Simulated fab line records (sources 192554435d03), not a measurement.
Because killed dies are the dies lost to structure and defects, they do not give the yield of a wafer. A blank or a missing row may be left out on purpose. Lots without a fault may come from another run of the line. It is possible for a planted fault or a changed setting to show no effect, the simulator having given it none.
Matching of chambers    flow n5 finfet    cvd co-01 running N5_BEOL_M4_PRE_CLEAN_60: 3 sister chambers
The step time 15 s. 6 wafers are shown with their chamber, then 11 later ones without.

## EACH WAFER AND ITS CHAMBER
wafer   chamber  heater power outer w (W)  heater power w (W)
L087.5  1        26                        89
L087.6  2        34                        100
L090.1  2        35                        102
L090.3  0        8                         69
L090.5  0        8                         68
L093.2  1        25                        91

## WAFERS WHOSE CHAMBER IS MISSING
wafer   heater power outer w (W)  heater power w (W)
L093.3  34                        102
L093.4  25                        92
L092.1  34                        102
L092.2  8                         69
L092.4  34                        102
L094.3  25                        91
L094.4  8                         70
L094.6  24                        91
L097.2  34                        106
L097.4  25                        91
L097.6  8                         70

## THE CHAMBER EACH PASSED THROUGH
wafer   from the rows above  in truth
L093.3  2                    2
L093.4  1                    1
L092.1  2                    2
L092.2  0                    0
L092.4  2                    2
L094.3  1                    1
L094.4  0                    0
L094.6  1                    1
L097.2  2                    2
L097.4  1                    1
L097.6  0                    0
11 of 11 placed correctly. Left unplaced by these rows: 0. Placed wrongly: 0.
How it was worked out, from the rows above alone: a wafer's distance from a chamber is the root of the sum, over the readings, of the square of ((its reading less the chamber's mean) divided by the reading's scatter). The wafer belongs to the nearest chamber; if the next one is less than 2 further off, it can't be placed. A chamber's mean is the mean of its shown wafers. The scatter: take each reading less its chamber's mean, square it, sum over the shown wafers, divide by the number of wafers less the number of chambers, and take the root.
